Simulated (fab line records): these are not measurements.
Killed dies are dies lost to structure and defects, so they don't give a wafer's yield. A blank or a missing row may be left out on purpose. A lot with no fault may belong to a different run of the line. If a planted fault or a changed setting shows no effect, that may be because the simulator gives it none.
fab line records	flow nand-harc
record: lots: 6	wafers: 18	last-day: 24
route steps=1159 shown P_ZERO_WELL@52 END@1159
lots that met no fault: from a run of the same line without faults
start-h: hours from the record's first day to the start of the lot's first wafer shown	wait-h: hours from the lot's prior step to this one	" the same as in the row above	L1.1+2: several wafers, shown together as one row	- value missing, or start not given	* or withheld: withheld	< > ~ a bound
route shown NAME@n: NAME is a module with steps in the file, n the number in the route of the first one	usual: mean/standard deviation of fault-free wafers	same: alike in all rows	chamber/n: place in a boat	sites: each site's reading	_std_site: standard deviation of those values	_edge_site: the outer-site mean with the inner-site mean subtracted	radius-mm: for every site, how far away it sits from the centre of the wafer	mask NAME#n: copy n	behind: tool/chamber where the wafer was last shaped	hold: the reason the lot was held/the length of the hold in hours/how it ended	device: the transistor (n, p or np) that didn't switch	end of line: at the end of the route, the tests of the same wafers	where a step has no rows: the recipe by itself	killed: dies lost to structure and defects at the first sort, not the wafer's yield	map: per-die view of a wafer (x killed, . not killed, _ where there is no die)
set.NAME: the run value of the setting; set.NAME@STEP: its run value at that earlier step	model.NAME: the simulator's own value behind a step, which no gauge read
a table for each step, a row for each wafer; lots at some steps of the route
services: from which hour (start-h, from the record's first day; less than 0 if before it) a tool's chamber was out of use, for how many hours, and why
== steps ==
step: NHARC_P_ZERO_WELL_HMDS_45
recipe: time-s: 30
step: NHARC_P_ZERO_WELL_COAT_46
recipe: spin-rpm: withheld
step: NHARC_P_ZERO_WELL_SOFTBAKE_47
recipe: temp-c: 122	time-s: 95
step: NHARC_P_ZERO_WELL_EBR_48
step: NHARC_P_ZERO_WELL_EXPOSE_49
recipe: na: 0.6	target-cd-nm: 2000	dose-mj: 22.64	mask-id: P_HVPW
step: NHARC_P_ZERO_WELL_PEB_50
recipe: peb-temp-c: 118	peb-time-s: 85
step: NHARC_P_ZERO_WELL_DEVELOP_51
recipe: time-s: 70
step: NHARC_P_ZERO_WELL_CD_MEAS_52
recipe: target-cd-nm: 2000	landing-energy-ev: 500
usual: cd-nm: 1999.0/2.3
lot.wafer	tool	chamber	start-h	wait-h	cd-nm
L334.1	cd-sem-01	0	29.88	-	2000.3
L334.2	"	0	"	"	1998.0
L334.6	"	0	"	"	1997.9
L337.2	cd-sem-03	0	47.66	-	2002.1
L337.3	"	0	"	"	1996.5
L337.6	"	0	"	"	1997.1
L339.2	cd-sem-01	0	59.65	-	1998.6
L339.4	"	0	"	"	1998.9
L339.5	"	0	"	"	1996.5
L347.3	cd-sem-01	0	107.91	-	1998.2
L347.4	"	0	"	"	2000.7
L347.5	"	0	"	"	1999.7
L348.2	cd-sem-03	0	113.52	-	2003.0
L348.4	"	0	"	"	1995.8
L348.5	"	0	"	"	1996.5
L351.1	cd-sem-01	0	131.60	-	2000.2
L351.4	"	0	"	"	1998.6
L351.5	"	0	"	"	2000.1
step: NHARC_P_ZERO_WELL_HARDBAKE_53
recipe: temp-c: 125	time-s: 80
step: NHARC_P_ZERO_WELL_DESCUM_54
recipe: time-s: 3	o2-flow-sccm: 200	ar-flow-sccm: 0	bias-power-w: 0	chemistry: O2
usual: drypump-motor-current-A: 5.6/0.39	oes-product-au: 1.005/0.011	rf-vpp-V: 57.9/0.89	showerhead-plenum-p-Torr: 1.95/0.069	throttle-valve-pct: 11.312/0.0086
same: bias-power-w: 0
lot.wafer	tool	chamber	start-h	wait-h	drypump-motor-current-A	oes-product-au	rf-hours-counter-h	rf-vpp-V	showerhead-plenum-p-Torr	throttle-valve-pct
L334.1	rie-diel-11	3	30.04	-	5.4	0.997	0.6	57.5	1.95	11.293
L334.2	"	2	"	"	5.5	1.001	0.5	58.2	1.98	11.317
L334.6	"	0	"	"	5.3	1.028	-	57.7	2.01	11.309
L337.3	rie-diel-12	0	47.83	-	5.7	1.017	1.6	58.4	2.06	11.306
L337.2	"	1	"	"	6.3	1.024	1.0	58.4	2.03	11.302
L337.6	"	0	"	"	5.7	1.019	-	58.9	2.06	11.313
L339.2	rie-diel-08	1	59.80	-	5.3	1.001	5.6	58.5	1.80	11.310
L339.5	"	1	"	"	5.3	0.997	-	57.6	1.80	11.307
L339.4	"	3	"	"	6.0	0.986	-	56.2	1.90	11.312
L347.3	rie-diel-11	1	108.07	-	5.2	0.998	6.5	58.4	1.93	11.311
L347.4	"	3	"	"	5.4	0.999	6.1	59.1	1.95	11.323
L347.5	"	1	"	"	5.2	1.002	-	58.4	1.93	11.320
L348.2	rie-diel-12	0	113.69	-	5.7	0.998	6.8	58.8	2.06	11.311
L348.4	"	2	"	"	5.1	1.002	5.7	57.0	1.94	11.310
L348.5	"	0	"	"	5.7	1.012	-	56.9	2.06	11.317
L351.4	rie-diel-11	2	131.77	-	5.6	0.997	7.3	58.4	1.98	11.322
L351.1	"	0	"	"	5.4	1.014	6.9	56.5	2.01	11.323
L351.5	"	1	"	"	5.2	1.004	-	58.1	1.93	11.305
step: NHARC_P_ZERO_WELL_IMPLANT_55
recipe: energy-kev: 180	dose-cm2: 8e+11	tilt-deg: 7
step: NHARC_P_ZERO_WELL_IMPLANT_61
recipe: energy-kev: 30	dose-cm2: 5e+11	tilt-deg: 7
step: NHARC_P_ZERO_WELL_STRIP_56
recipe: time-s: 840	temp-c: 130	chemistry: SPM
usual: bath-guard-temp-C: 129.8/0.49	bath-heat-duty-pct: 14.8/1.3
lot.wafer	tool	chamber	start-h	wait-h	bath-guard-temp-C	bath-heat-duty-pct
L334.2	wet-bench-04	5	30.61	0.2	129.8	16.0
L334.1	"	6	"	"	129.9	15.0
L334.6	"	7	"	"	130.6	13.5
L337.3	wet-bench-05	0	48.37	0.1	-	-
L337.6	"	1	"	"	-	-
L337.2	"	3	"	"	-	-
L339.5	wet-bench-05	7	60.39	0.1	-	-
L339.2	"	0	"	"	-	-
L339.4	"	1	"	"	-	-
L347.3	wet-bench-05	3	108.62	0.1	129.8	16.2
L347.4	"	6	"	"	129.5	13.2
L347.5	"	7	"	"	130.2	13.7
L348.4	wet-bench-05	0	114.21	0.1	130.2	14.7
L348.5	"	2	"	"	128.8	15.5
L348.2	"	3	"	"	130.1	16.0
L351.5	wet-bench-05	2	132.31	0.1	128.8	14.9
L351.1	"	3	"	"	130.0	16.6
L351.4	"	4	"	"	129.5	14.5
step: NHARC_P_ZERO_WELL_PRECLEAN_68
recipe: time-s: 60	temp-c: 50	bath-age-min: 0	chemistry: SC1
step: NHARC_END_SORT_01
recipe: temp-c: 25
usual: killed-at-array: 28/11	killed-at-other: 0.8/1.1	killed-at-periphery: 3.3/2.8	killed-dies: 32/11	killed-open: 3.3/1.9	killed-short: 1.9/1.4
same: gross-dies: 677
lot.wafer	tool	chamber	start-h	wait-h	hold	killed-at-array	killed-at-other	killed-at-periphery	killed-dies	killed-open	killed-short
L334.1	prober-02	0	456.28	2.5	-	15	0	4	19	6	0
L334.2	prober-02	0	457.09	2.8	-	20	3	10	33	3	6
L334.6	prober-02	0	460.32	4.0	-	11	1	11	23	4	1
L337.2	prober-02	0	469.61	2.8	await-dispo/1.2h/scrap	20	0	657	677	6	1
L337.3	prober-02	0	470.40	3.1	await-dispo/1.2h/scrap	25	0	652	677	7	4
L337.6	prober-02	0	472.80	4.0	await-dispo/1.2h/scrap	24	0	653	677	3	2
L339.2	prober-01	0	477.79	2.8	await-dispo/1.5h/scrap	17	1	659	677	6	0
L339.4	prober-01	0	479.40	3.4	await-dispo/1.5h/scrap	17	0	660	677	3	1
L339.5	prober-01	0	480.20	3.7	await-dispo/1.5h/scrap	7	0	670	677	5	2
L348.2	prober-01	0	553.91	2.8	-	19	1	1	21	3	1
L348.4	prober-01	0	555.54	3.4	-	13	0	1	14	4	4
L348.5	prober-01	0	556.35	3.8	-	20	0	2	22	3	4
L347.3	prober-02	0	554.75	3.1	-	54	0	4	58	8	3
L347.4	prober-02	0	555.56	3.4	-	52	1	0	53	4	1
L347.5	prober-02	0	556.36	3.7	-	49	0	1	50	2	3
L351.1	prober-02	0	568.73	2.5	-	14	0	1	15	1	4
L351.4	prober-02	0	571.12	3.4	-	15	0	1	16	3	2
L351.5	prober-02	0	571.92	3.7	-	16	0	1	17	2	2
killed by level:class
L334.1 A_CONTACT:chamber-film-flake=6 A_CONTACT:geometric-particle:open=2 P_ZERO_WELL:chamber-film-flake=2 P_M0:geometric-particle:open=1 A_SOURCE_PLATE:geometric-particle:open=1 A_ONON_D1:geometric-particle:open=1 A_M0:geometric-particle:open=1 P_BONDPAD:chamber-film-flake=1
L334.2 P_ZERO_WELL:chamber-film-flake=5 A_CONTACT:chamber-film-flake=5 A_CHANNEL_HOLE_D1:chamber-film-flake=3 THIN_TSV:chamber-film-flake=3 A_M0:geometric-particle:open=2 P_STI:chamber-film-flake=2 A_STAIRCASE:chamber-film-flake=2 P_GATE:geometric-particle:short=1
L334.6 P_ZERO_WELL:chamber-film-flake=4 P_BONDPAD:chamber-film-flake=3 P_CONTACT:chamber-film-flake=2 A_STAIRCASE:chamber-film-flake=2 A_CONTACT:chamber-film-flake=2 P_M1:geometric-particle:open=1 A_ONON_D1:geometric-particle:short=1 A_ONON_D1:geometric-particle:open=1
L337.2 P_ZERO_WELL:area-strip=653 A_SLIT:chamber-film-flake=5 A_CHANNEL_HOLE_D1:chamber-film-flake=3 A_CONTACT:chamber-film-flake=3 A_CONTACT:geometric-particle:open=2 P_GATE:chamber-film-flake=2 A_STAIRCASE:chamber-film-flake=2 P_CONTACT:geometric-particle:open=1
L337.3 P_ZERO_WELL:area-strip=644 A_SLIT:chamber-film-flake=12 A_STAIRCASE:chamber-film-flake=3 P_M0:geometric-particle:open=2 A_ONON_D1:geometric-particle:open=2 A_CHANNEL_FILL_D1:geometric-particle:short=2 P_ZERO_WELL:chamber-film-flake=2 A_CONTACT:chamber-film-flake=2
L337.6 P_ZERO_WELL:area-strip=647 A_SLIT:chamber-film-flake=11 P_ZERO_WELL:chamber-film-flake=3 A_CHANNEL_HOLE_D1:chamber-film-flake=3 A_STAIRCASE:chamber-film-flake=3 A_CONTACT:chamber-film-flake=3 A_SGD_CUT:geometric-particle:short=2 P_STI:geometric-particle:open=1
L339.2 P_ZERO_WELL:area-strip=656 A_CHANNEL_HOLE_D1:chamber-film-flake=6 P_GATE:chamber-film-flake=3 A_CONTACT:chamber-film-flake=3 A_M0:geometric-particle:open=2 A_STAIRCASE:chamber-film-flake=2 A_ONON_D1:geometric-particle:open=1 A_CHANNEL_FILL_D1:geometric-particle:open=1
L339.4 P_ZERO_WELL:area-strip=658 A_CHANNEL_HOLE_D1:chamber-film-flake=6 A_CONTACT:chamber-film-flake=6 A_STAIRCASE:chamber-film-flake=3 P_GATE:geometric-particle:short=1 P_BONDPAD:geometric-particle:open=1 A_ONON_D1:geometric-particle:open=1 A_CHANNEL_FILL_D1:geometric-particle:open=1
L339.5 P_ZERO_WELL:area-strip=664 A_STAIRCASE:chamber-film-flake=3 P_GATE:geometric-particle:open=2 P_CONTACT:geometric-particle:open=2 P_M0:geometric-particle:open=1 A_ONON_D1:geometric-particle:short=1 A_CHANNEL_FILL_D1:geometric-particle:short=1 P_ZERO_WELL:chamber-film-flake=1
L348.2 A_CONTACT:chamber-film-flake=8 A_CHANNEL_HOLE_D1:chamber-film-flake=5 A_WL_FILL:chamber-film-flake=2 P_M0:geometric-particle:open=1 A_WL_FILL:geometric-particle:short=1 A_CONTACT:geometric-particle:open=1 A_BLC:geometric-particle:open=1 A_STAIRCASE:chamber-film-flake=1
L347.3 A_CHANNEL_HOLE_D1:chamber-film-flake=21 A_SLIT:chamber-film-flake=15 A_CONTACT:chamber-film-flake=6 A_STAIRCASE:chamber-film-flake=4 A_WL_FILL:geometric-particle:short=2 A_BLC:geometric-particle:open=2 P_CONTACT:geometric-particle:open=1 P_M0:geometric-particle:open=1
L348.4 A_CONTACT:chamber-film-flake=4 A_CHANNEL_FILL_D1:geometric-particle:short=2 A_SGD_CUT:geometric-particle:open=2 A_CHANNEL_HOLE_D1:chamber-film-flake=2 P_CONTACT:geometric-particle:short=1 A_ONON_D1:geometric-particle:short=1 A_CHANNEL_FILL_D1:geometric-particle:open=1 A_BLC:geometric-particle:open=1
L347.4 A_CHANNEL_HOLE_D1:chamber-film-flake=20 A_CONTACT:chamber-film-flake=15 A_SLIT:chamber-film-flake=10 A_CONTACT:geometric-particle:open=2 A_CHANNEL_HOLE_D1:geometric-particle:open=1 A_M0:geometric-particle:short=1 A_M1:geometric-particle:open=1 A_CHANNEL_FILL_D1:chamber-film-flake=1
L348.5 A_CHANNEL_HOLE_D1:chamber-film-flake=6 A_CONTACT:chamber-film-flake=5 A_CHANNEL_FILL_D1:geometric-particle:short=2 P_CONTACT:geometric-particle:open=1 A_ONON_D1:geometric-particle:open=1 A_SGD_CUT:geometric-particle:short=1 A_M0:geometric-particle:open=1 A_M1:geometric-particle:short=1
L347.5 A_CHANNEL_HOLE_D1:chamber-film-flake=19 A_SLIT:chamber-film-flake=13 A_CONTACT:chamber-film-flake=10 A_CONTACT:geometric-particle:short=2 A_STAIRCASE:chamber-film-flake=2 A_CHANNEL_FILL_D1:geometric-particle:short=1 A_CHANNEL_FILL_D1:geometric-particle:open=1 A_WL_FILL:geometric-particle:open=1
L351.1 A_CHANNEL_HOLE_D1:chamber-film-flake=5 A_CONTACT:chamber-film-flake=5 P_CONTACT:geometric-particle:short=1 A_ONON_D1:geometric-particle:short=1 A_CHANNEL_FILL_D1:geometric-particle:short=1 A_M0:geometric-particle:open=1 A_M0:geometric-particle:short=1
L351.4 A_CHANNEL_HOLE_D1:chamber-film-flake=5 A_STAIRCASE:chamber-film-flake=3 A_CONTACT:geometric-particle:open=2 A_CONTACT:chamber-film-flake=2 A_SOURCE_PLATE:geometric-particle:open=1 A_CHANNEL_FILL_D1:geometric-particle:short=1 A_CONTACT:geometric-particle:short=1 P_BONDPAD:chamber-film-flake=1
L351.5 A_CHANNEL_HOLE_D1:chamber-film-flake=6 A_CONTACT:chamber-film-flake=6 P_CONTACT:geometric-particle:open=1 A_ONON_D1:geometric-particle:short=1 A_CHANNEL_FILL_D1:geometric-particle:short=1 A_BLC:geometric-particle:open=1 A_SLIT:chamber-film-flake=1
map L337.2 (x killed, . not)
____________x____________
_________xxxxxxx_________
_______xxxxxxxxxxx_______
______xxxxxxxxxxxxx______
_____xxxxxxxxxxxxxxx_____
____xxxxxxxxxxxxxxxxx____
____xxxxxxxxxxxxxxxxx____
___xxxxxxxxxxxxxxxxxxx___
___xxxxxxxxxxxxxxxxxxx___
__xxxxxxxxxxxxxxxxxxxxx__
__xxxxxxxxxxxxxxxxxxxxx__
_xxxxxxxxxxxxxxxxxxxxxxx_
_xxxxxxxxxxxxxxxxxxxxxxx_
_xxxxxxxxxxxxxxxxxxxxxxx_
_xxxxxxxxxxxxxxxxxxxxxxx_
_xxxxxxxxxxxxxxxxxxxxxxx_
xxxxxxxxxxxxxxxxxxxxxxxxx
xxxxxxxxxxxxxxxxxxxxxxxxx
xxxxxxxxxxxxxxxxxxxxxxxxx
xxxxxxxxxxxxxxxxxxxxxxxxx
xxxxxxxxxxxxxxxxxxxxxxxxx
_xxxxxxxxxxxxxxxxxxxxxxx_
_xxxxxxxxxxxxxxxxxxxxxxx_
_xxxxxxxxxxxxxxxxxxxxxxx_
_xxxxxxxxxxxxxxxxxxxxxxx_
_xxxxxxxxxxxxxxxxxxxxxxx_
__xxxxxxxxxxxxxxxxxxxxx__
__xxxxxxxxxxxxxxxxxxxxx__
___xxxxxxxxxxxxxxxxxxx___
___xxxxxxxxxxxxxxxxxxx___
____xxxxxxxxxxxxxxxxx____
____xxxxxxxxxxxxxxxxx____
_____xxxxxxxxxxxxxxx_____
______xxxxxxxxxxxxx______
_______xxxxxxxxxxx_______
_________xxxxxxx_________
____________x____________
map L339.2 (x killed, . not)
____________x____________
_________xxxxxxx_________
_______xxxxxxxxxxx_______
______xxxxxxxxxxxxx______
_____xxxxxxxxxxxxxxx_____
____xxxxxxxxxxxxxxxxx____
____xxxxxxxxxxxxxxxxx____
___xxxxxxxxxxxxxxxxxxx___
___xxxxxxxxxxxxxxxxxxx___
__xxxxxxxxxxxxxxxxxxxxx__
__xxxxxxxxxxxxxxxxxxxxx__
_xxxxxxxxxxxxxxxxxxxxxxx_
_xxxxxxxxxxxxxxxxxxxxxxx_
_xxxxxxxxxxxxxxxxxxxxxxx_
_xxxxxxxxxxxxxxxxxxxxxxx_
_xxxxxxxxxxxxxxxxxxxxxxx_
xxxxxxxxxxxxxxxxxxxxxxxxx
xxxxxxxxxxxxxxxxxxxxxxxxx
xxxxxxxxxxxxxxxxxxxxxxxxx
xxxxxxxxxxxxxxxxxxxxxxxxx
xxxxxxxxxxxxxxxxxxxxxxxxx
_xxxxxxxxxxxxxxxxxxxxxxx_
_xxxxxxxxxxxxxxxxxxxxxxx_
_xxxxxxxxxxxxxxxxxxxxxxx_
_xxxxxxxxxxxxxxxxxxxxxxx_
_xxxxxxxxxxxxxxxxxxxxxxx_
__xxxxxxxxxxxxxxxxxxxxx__
__xxxxxxxxxxxxxxxxxxxxx__
___xxxxxxxxxxxxxxxxxxx___
___xxxxxxxxxxxxxxxxxxx___
____xxxxxxxxxxxxxxxxx____
____xxxxxxxxxxxxxxxxx____
_____xxxxxxxxxxxxxxx_____
______xxxxxxxxxxxxx______
_______xxxxxxxxxxx_______
_________xxxxxxx_________
____________x____________
== services ==
tool	chamber	start-h	hours	kind
rie-diel-11	-	12.50	9.0	pm
rie-diel-12	2	19.39	2.9	repair
wet-bench-05	-	20.83	8.0	pm
rie-diel-12	-	25.40	9.0	pm
wet-bench-05	0	28.83	-	consumable-replace:bath
wet-bench-05	0	28.83	-	consumable-replace:filter
wet-bench-05	1	28.83	-	consumable-replace:bath
wet-bench-05	1	28.83	-	consumable-replace:filter
wet-bench-05	2	28.83	-	consumable-replace:bath
wet-bench-05	2	28.83	-	consumable-replace:filter
wet-bench-05	3	28.83	-	consumable-replace:bath
wet-bench-05	3	28.83	-	consumable-replace:filter
wet-bench-05	4	28.83	-	consumable-replace:bath
wet-bench-05	4	28.83	-	consumable-replace:filter
wet-bench-05	5	28.83	-	consumable-replace:bath
wet-bench-05	5	28.83	-	consumable-replace:filter
wet-bench-05	6	28.83	-	consumable-replace:bath
wet-bench-05	6	28.83	-	consumable-replace:filter
wet-bench-05	7	28.83	-	consumable-replace:bath
wet-bench-05	7	28.83	-	consumable-replace:filter
rie-diel-12	-	38.03	0.2	repair
rie-diel-08	2	53.15	6.8	repair
rie-diel-11	0	82.37	8.3	repair
rie-diel-08	-	124.80	9.0	pm
== key ==
first-sign: step: NHARC_P_ZERO_WELL_STRIP_56	reading: tool-record	direction: missing
effect: step: NHARC_END_SORT_01	reading: killed-at-periphery	direction: up	sigmas: 99+	usual: 3.3	struck: 658.5
more-kills-born-at: NHARC_P_ZERO_WELL_STRIP_56@wet-bench-05: 3922
met-at NHARC_P_ZERO_WELL_STRIP_56
struck-wafers L337.2,L337.3,L337.6,L339.2,L339.4,L339.5
later-rows-left-out L337.2,L337.3,L337.6,L339.2,L339.4,L339.5
tester-left-out L337,L339
fault: kind: skipped-step-whole	tool: wet-bench-05	chamber: -	onset-h: 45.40	steps: NHARC_P_ZERO_WELL_STRIP_56	scope: struck-lots-only
tester-left-out: of these lots the tester's yield and bins aren't shown, on N5 and GAA mostly nor the transistor test; their killed dies are dies lost to structure and defects alone, not to doping, threshold or leakage, so they don't give the yield
later-rows-left-out: the simulator's readings of these wafers behind a module that went badly wrong aren't trusted and aren't shown, but for the sort
